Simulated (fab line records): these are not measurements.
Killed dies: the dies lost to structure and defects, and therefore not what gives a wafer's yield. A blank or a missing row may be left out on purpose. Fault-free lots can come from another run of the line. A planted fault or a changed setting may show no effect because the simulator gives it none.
fab line records	flow n5-finfet
record lots=4	wafers=12	last-day=19
route steps=1938 shown WELL_APT@21 PMOS_HMC_CHANNEL_EPI@57 BEOL_M4@1111 PASSIVATION@1936
lots that met no fault: taken from a fault-free run of the same line
start-h: start of the lot's first displayed wafer, in hours after the record's first day	wait-h: how many hours have passed since the lot's step before this one	" as in the row above	L1.1+2: a row that stands for several wafers	- no value, or no start given	* or withheld: withheld	< > ~ a bound
route shown NAME@n: NAME is a module with steps in the file, n the number in the route of the first one	usual: average and standard deviation across the fault-free wafers	same: alike in all rows	chamber/n: place in a boat	sites: the reading at each site	_std_site: how widely they spread, as a standard deviation	_edge_site: mean of outer sites minus mean of inner sites	radius-mm: for every site, how far away it sits from the centre of the wafer	mask NAME#n: copy n	behind: the last tool/chamber to shape the wafer	hold: what put the lot on hold/how long, in hours/how the hold closed	device: names the non-switching transistor (n, p or np)	end of line: at the end of the route, the tests of the same wafers	a step with no rows: only its recipe	killed: dies that structure and defects cost at the first sort, which is not the same as the wafer's yield	map: per-die view of a wafer (x killed, . not killed, _ where there is no die)
set.NAME: setting as actually run; set.NAME@STEP: the setting as run at that earlier step	model.NAME: the simulator's own value behind a step, which no gauge read
lots at some steps of the route; a table a step, a row a wafer
services: the hour from which a tool's chamber was out of use, counted from the record's first day as start-h (under 0 if before that day), plus the number of hours and why
## steps
# step N5_WELL_APT_COAT_02
# recipe spin-rpm=1357	resist-thk-nm=950
# step N5_WELL_APT_EBR_04
# recipe solvent=PGMEA	ebr-width-mm=1.5
# step N5_WELL_APT_SOFTBAKE_03
# recipe temp-c=130	time-s=60
# step N5_WELL_APT_EXPOSE_05
# recipe mask-id=NWELL	na=0.8	source-shape=conventional	sigma-outer=0.8	polarization=unpolarized	defocus-nm=0	target-cd-nm=200	dose-mj=20.3
# step N5_WELL_APT_PEB_06
# recipe peb-temp-c=130	peb-time-s=90
# step N5_WELL_APT_DEVELOP_07
# recipe develop-time-s=45	rinse-liquid=surfactant-rinse	dry=air-spin	dev-temp-c=21
# step N5_WELL_APT_HARDBAKE_12
# recipe temp-c=130	time-s=120
# step N5_WELL_APT_DESCUM_13
# recipe chemistry=O2	time-s=7.9	source-power-w=50	bias-power-w=20	pressure-mtorr=20	rf-frequency-hz=2.712e+07	temp-c=40	o2-flow-sccm=225
# step N5_WELL_APT_IMPLANT_14
# recipe species=P	energy-kev=160	dose-cm2=1.5e+13	tilt-deg=0	rotation-deg=0
# step N5_WELL_APT_IMPLANT_15
# recipe species=As	energy-kev=25	dose-cm2=1.5e+13	tilt-deg=0	rotation-deg=0
# usual dose-ions-cm2=1.5001e+13/1.5e+10	faraday-current-uA=190/3.9
lot.wafer	tool	chamber	start-h	wait-h	dose-ions-cm2	faraday-current-uA
L513.2	implanter-02	0	62.08	0.1	2.0503e+13	264
L513.3	"	0	"	"	2.0523e+13	261
L513.5	"	0	"	"	2.054e+13	265
L514.3	implanter-02	0	68.32	0.1	2.0503e+13	261
L514.4	"	0	"	"	2.0504e+13	263
L514.5	"	0	"	"	2.0518e+13	251
L525.1	implanter-02	0	134.18	0.1	1.5017e+13	190
L525.4	"	0	"	"	1.5009e+13	190
L525.5	"	0	"	"	1.5016e+13	182
L526.4	implanter-02	0	140.78	0.1	1.4976e+13	187
L526.5	"	0	"	"	1.4988e+13	190
L526.6	"	0	"	"	1.4978e+13	185
# step N5_WELL_APT_STRIP_16
# recipe chemistry=SPM	time-s=900	temp-c=130	h2so4-h2o2-vol-ratio=4	dry=ipa-marangoni
# step N5_WELL_APT_HMDS_18
# recipe time-s=60	temp-c=120
# step N5_WELL_APT_COAT_19
# recipe spin-rpm=1357	resist-thk-nm=950
# step N5_WELL_APT_EBR_21
# recipe solvent=PGMEA	ebr-width-mm=1.5
# step N5_WELL_APT_SOFTBAKE_20
# recipe temp-c=130	time-s=60
# step N5_WELL_APT_EXPOSE_22
# recipe mask-id=PWELL	na=0.8	source-shape=conventional	sigma-outer=0.8	polarization=unpolarized	defocus-nm=0	target-cd-nm=200	dose-mj=23.2
# step N5_WELL_APT_PEB_23
# recipe peb-temp-c=130	peb-time-s=90
# step N5_WELL_APT_DEVELOP_24
# recipe develop-time-s=45	rinse-liquid=surfactant-rinse	dry=air-spin	dev-temp-c=21
# step N5_WELL_APT_HARDBAKE_29
# recipe temp-c=130	time-s=120
# step N5_WELL_APT_DESCUM_30
# recipe chemistry=O2	time-s=7.9	source-power-w=50	bias-power-w=20	pressure-mtorr=20	rf-frequency-hz=2.712e+07	temp-c=40	o2-flow-sccm=225
# step N5_WELL_APT_IMPLANT_31
# recipe species=B	energy-kev=60	dose-cm2=1.5e+13	tilt-deg=0	rotation-deg=0
# step N5_WELL_APT_IMPLANT_32
# recipe species=BF2	energy-kev=50	dose-cm2=2e+13	tilt-deg=0	rotation-deg=0
# step N5_WELL_APT_STRIP_33
# recipe chemistry=SPM	time-s=900	temp-c=130	h2so4-h2o2-vol-ratio=4	dry=ipa-marangoni
# step N5_WELL_APT_RTA_34
# recipe temp-c=1000	time-s=10	ambient=N2	idle-temp-c=600	ramp-up-c-per-s=150	ramp-down-c-per-s=60	cool-to-c=600
# step N5_WELL_APT_OXIDE_STRIP_42
# recipe chemistry=dHF	dilution=25:1	time-s=45	temp-c=25	target=SiO2	target-depth-a=120
# step N5_WELL_APT_PRECLEAN_36
# recipe chemistry=O3/DIW	time-s=45	temp-c=22	o3-ppm=10
# step N5_WELL_APT_PRECLEAN_39
# recipe chemistry=dHF	time-s=60	dilution=150:1	temp-c=25
# step N5_WELL_APT_SRD_37
# recipe dry=ipa-marangoni	do-ppb=5	time-s=30	temp-c=23	rinse-liquid=diw
# step N5_WELL_APT_EPI_41
# recipe material=Si	target-thk-a=500	temp-c=650	precursor=SiH4/H2	pressure-torr=20	time-s=297.7
# step N5_PMOS_HMC_CHANNEL_EPI_HM_DEP_34
# recipe material=SiO2	target-thk-a=360	temp-c=400	precursor=TEOS/O2	pressure-torr=6.5	rf-w=900	teos-flow-sccm=161.4	gas=O2	flow-sccm=2650	time-s=6.9
# step N5_PMOS_HMC_CHANNEL_EPI_COAT_31
# recipe resist=BARC	temp-c=205	time-s=60	spin-rpm=1500	resist-thk-nm=66
# step N5_PMOS_HMC_CHANNEL_EPI_COAT_03
# recipe resist=CAR-ArF-block	spin-rpm=1500	resist-thk-nm=205
# step N5_PMOS_HMC_CHANNEL_EPI_EBR_05
# recipe solvent=PGMEA	ebr-width-mm=1.5
# step N5_PMOS_HMC_CHANNEL_EPI_SOFTBAKE_04
# recipe temp-c=110	time-s=60	resist=CAR-ArF-block
# step N5_PMOS_HMC_CHANNEL_EPI_EXPOSE_06
# recipe mask-id=PMOS_HMC_BLK	na=1.35	source-shape=conventional	sigma-outer=0.8	polarization=unpolarized	target-cd-nm=240	dose-mj=41
# step N5_BEOL_M4_RC_MEAS_101
# usual CJ_P=5.83/0.18	DIBL_N=36.3/1.6	DIBL_P=36.4/2.1	IOFF_N=0.16/0.032	IOFF_P=0.22/0.044	ION_N=675/12	ION_P=463/8.3	SS_N=71.6/0.64	SS_P=73.3/0.67	VT_N=250/3.3	VT_P=-250/3.7
lot.wafer	tool	chamber	start-h	wait-h	CJ_P	DIBL_N[mV/V]	DIBL_P[mV/V]	IOFF_N[nA/um]	IOFF_P[nA/um]	ION_N[uA/um]	ION_P[uA/um]	SS_N[mV/dec]	SS_P[mV/dec]	VT_N[mV]	VT_P[mV]
L513.2	prober-01	0	254.86	0.2	6.23	37.6	37.0	0.17	0.27	682	475	72.1	72.7	250	-244
L513.3	"	0	"	"	6.77	40.7	40.9	0.23	0.40	683	480	73.0	75.3	246	-240
L513.5	"	0	"	"	6.51	37.5	37.4	0.17	0.29	677	472	72.6	73.2	248	-242
L514.3	prober-02	0	257.31	0.3	6.76	34.0	34.4	0.13	0.16	660	453	70.5	73.1	253	-256
L514.4	"	0	"	"	6.97	38.1	38.5	0.21	0.21	677	456	71.4	73.3	247	-252
L514.5	"	0	"	"	6.75	35.2	34.7	0.14	0.16	674	455	70.7	73.0	253	-255
L525.1	prober-01	0	321.61	0.0	5.77	39.1	40.5	0.25	0.32	694	475	72.6	74.5	241	-243
L525.4	"	0	"	"	5.79	36.1	36.6	0.17	0.24	680	467	72.0	73.4	247	-247
L525.5	"	0	"	"	5.79	35.1	35.8	0.16	0.24	684	477	71.2	72.7	247	-246
L526.4	prober-02	0	351.32	0.5	5.32	38.6	37.5	0.16	0.21	666	452	72.7	73.7	254	-253
L526.5	"	0	"	"	5.61	37.3	37.4	0.15	0.22	668	458	71.8	73.0	251	-251
L526.6	"	0	"	"	5.81	36.7	34.2	0.13	0.17	665	452	71.3	72.2	257	-254
# step N5_PASSIVATION_PROBE_49
# usual defect-limited-yield=91.4/1.2	killed_at_M0_to_M3=35/11	killed_at_M4_up=14/6	killed-at-contacts=12/6.7	killed-at-front-end=37/9.7	killed-at-other=3.5/2.5	killed-dies=102/15	killed-open=67/12	killed-short=33/7.3	sort_bin_5_function=5.1/0.81	sort_bin_6_memory=3.2/0.65	sort-n-pass=1078/15	sort-yield-pct=91.4/1.2
# same gross-dies=1180	killed-at-back-side=0	sort_bin_4_leakage[%]=0	sort_bin_8_speed[%]=0
lot.wafer	tool	chamber	start-h	wait-h	defect-limited-yield[%]	killed_at_M0_to_M3	killed_at_M4_up	killed-at-contacts	killed-at-front-end	killed-at-other	killed-dies	killed-open	killed-short	sort_bin_5_function[%]	sort_bin_6_memory[%]	sort-n-pass	sort-yield-pct[%]
L514.3	prober-02	-	360.64	0.1	90.0	47	25	12	31	3	118	75	42	5.5	4.2	1062	90.0
L514.4	prober-02	-	360.69	0.2	93.1	34	10	18	19	1	82	53	29	3.6	2.8	1098	93.1
L514.5	prober-02	-	360.74	0.2	93.2	22	14	14	29	1	80	51	28	3.9	2.6	1100	93.2
L513.2	prober-01	-	372.82	0.1	92.9	29	9	14	28	4	84	54	30	5.2	1.7	1096	92.9
L513.3	prober-01	-	372.87	0.1	91.4	38	10	11	43	0	102	68	32	5.5	2.9	1078	91.4
L513.5	prober-01	-	372.97	0.2	90.7	56	11	8	33	2	110	74	36	5.6	3.6	1070	90.7
L525.1	prober-02	-	414.30	0.0	90.3	41	9	5	58	1	114	81	32	5.8	3.5	1066	90.3
L525.4	prober-02	-	414.45	0.2	91.7	33	6	10	47	2	98	69	25	4.6	3.5	1082	91.7
L525.5	prober-02	-	414.50	0.2	90.7	42	9	8	47	4	110	82	26	5.5	3.5	1070	90.7
L526.4	prober-01	-	460.31	0.2	93.8	19	12	6	34	2	73	55	17	3.7	2.1	1107	93.8
L526.5	prober-01	-	460.36	0.2	91.9	34	19	1	38	4	96	60	31	4.3	3.3	1084	91.9
L526.6	prober-01	-	460.41	0.3	92.8	25	14	4	40	2	85	50	35	4.3	2.6	1095	92.8
# killed by level:class
L514.3 BEOL_M2:geometric-particle:open=15 BEOL_M4:geometric-particle:open=11 MOL_CONTACT_COAG:geometric-particle:open=10 FIN_SAQP:geometric-particle:short=7 GATE_CUT:geometric-particle:short=7 BEOL_M1:geometric-particle:open=7 BEOL_M3:geometric-particle:open=5 BEOL_M0_SAQP:geometric-particle:open=4
L514.4 MOL_CONTACT_COAG:geometric-particle:open=14 BEOL_M2:geometric-particle:open=7 BEOL_M3:geometric-particle:open=7 BEOL_M2:geometric-particle:short=6 BEOL_M0_SAQP:geometric-particle:open=5 MOL_CONTACT_COAG:geometric-particle:short=4 BEOL_M4:geometric-particle:open=4 STARTING-WAFER:geometric-particle:open=4
L514.5 MOL_CONTACT_COAG:geometric-particle:open=13 FIN_SAQP:geometric-particle:short=8 BEOL_M4:geometric-particle:open=8 BEOL_M2:geometric-particle:open=5 FIN_SAQP:geometric-particle:open=4 BEOL_M0:geometric-particle:short=4 STARTING-WAFER:geometric-particle:short=4 BEOL_M0_SAQP:geometric-particle:short=3
L513.2 MOL_CONTACT_COAG:geometric-particle:open=12 FIN_SAQP:geometric-particle:short=10 BEOL_M0_SAQP:geometric-particle:open=10 STI_FIN_REVEAL:geometric-particle:open=9 BEOL_M0_SAQP:geometric-particle:short=8 BEOL_M2:geometric-particle:open=5 BEOL_M4:geometric-particle:open=4 BEOL_M5:geometric-particle:open=3
L513.3 BEOL_M0_SAQP:geometric-particle:open=14 STI_FIN_REVEAL:geometric-particle:open=11 FIN_SAQP:geometric-particle:open=10 MOL_CONTACT_COAG:geometric-particle:open=8 BEOL_M0_SAQP:geometric-particle:short=8 FIN_SAQP:geometric-particle:short=6 BEOL_M1:geometric-particle:open=6 DUMMY_GATE:geometric-particle:open=4
L513.5 BEOL_M0_SAQP:geometric-particle:short=15 STI_FIN_REVEAL:geometric-particle:open=14 BEOL_M2:geometric-particle:open=10 BEOL_M0_SAQP:geometric-particle:open=8 MOL_CONTACT_COAG:geometric-particle:open=8 FIN_SAQP:geometric-particle:short=6 BEOL_M3:geometric-particle:short=6 BEOL_M0:geometric-particle:open=5
L525.1 FIN_SAQP:geometric-particle:open=23 FIN_SAQP:geometric-particle:short=12 BEOL_M3:geometric-particle:open=12 BEOL_M1:geometric-particle:open=10 GATE_CUT:geometric-particle:short=5 MOL_CONTACT_COAG:geometric-particle:open=5 BEOL_M0_SAQP:geometric-particle:open=5 STI_FIN_REVEAL:geometric-particle:open=4
L525.4 FIN_SAQP:geometric-particle:open=19 BEOL_M2:geometric-particle:open=11 STI_FIN_REVEAL:geometric-particle:open=9 MOL_CONTACT_COAG:geometric-particle:open=8 FIN_SAQP:geometric-particle:short=7 BEOL_M0_SAQP:geometric-particle:open=5 BEOL_M3:geometric-particle:open=5 BEOL_M3:geometric-particle:short=4
L525.5 BEOL_M2:geometric-particle:open=14 STI_FIN_REVEAL:geometric-particle:open=13 BEOL_M1:geometric-particle:open=9 FIN_SAQP:geometric-particle:open=7 GATE_CUT:geometric-particle:open=6 MOL_CONTACT_COAG:geometric-particle:open=6 BEOL_M0_SAQP:geometric-particle:open=6 GATE_CUT:geometric-particle:short=5
L526.4 STI_FIN_REVEAL:geometric-particle:open=13 FIN_SAQP:geometric-particle:open=8 FIN_SAQP:geometric-particle:short=7 MOL_CONTACT_COAG:geometric-particle:open=5 BEOL_M3:geometric-particle:open=5 BEOL_M4:geometric-particle:open=5 BEOL_M0:geometric-particle:open=3 GATE_CUT:geometric-particle:open=2
L526.5 BEOL_M1:geometric-particle:open=17 FIN_SAQP:geometric-particle:short=9 BEOL_M1:geometric-particle:short=8 FIN_SAQP:geometric-particle:open=5 STI_FIN_REVEAL:geometric-particle:open=5 DUMMY_GATE:geometric-particle:open=5 BEOL_M4:geometric-particle:open=5 HKMG_FIN:area-etch=5
L526.6 FIN_SAQP:geometric-particle:open=12 FIN_SAQP:geometric-particle:short=11 BEOL_M2:geometric-particle:open=8 BEOL_M7:geometric-particle:open=6 BEOL_M1:geometric-particle:open=4 BEOL_M3:geometric-particle:open=4 STARTING-WAFER:geometric-particle:open=4 DUMMY_GATE:geometric-particle:short=3
## services
tool	chamber	start-h	hours	kind
implanter-02	-	78.97	11.3	pm
## key
first-sign step=N5_WELL_APT_IMPLANT_15	reading=dose-ions-cm2	direction=up	sigmas=99+	usual=1.5001e+13	struck=2.0515e+13
effect step=N5_WELL_APT_IMPLANT_15	reading=faraday-current-uA	direction=up	sigmas=18	usual=190	struck=261
effect step=N5_BEOL_M4_RC_MEAS_101	reading=CJ_P	direction=up	sigmas=4.8	usual=5.83	struck=6.67
met-at N5_WELL_APT_IMPLANT_15
struck-wafers L513.2,L513.3,L513.5,L514.3,L514.4,L514.5
fault kind=process-parameter-drift	tool=implanter-02	chamber=-	onset-h=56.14	steps=N5_WELL_APT_IMPLANT_15	channel=dose-cm2	offset=5.5196e+12	shape=step	end-h=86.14	acts-in=these-recipes-only	stated=1.5e+13
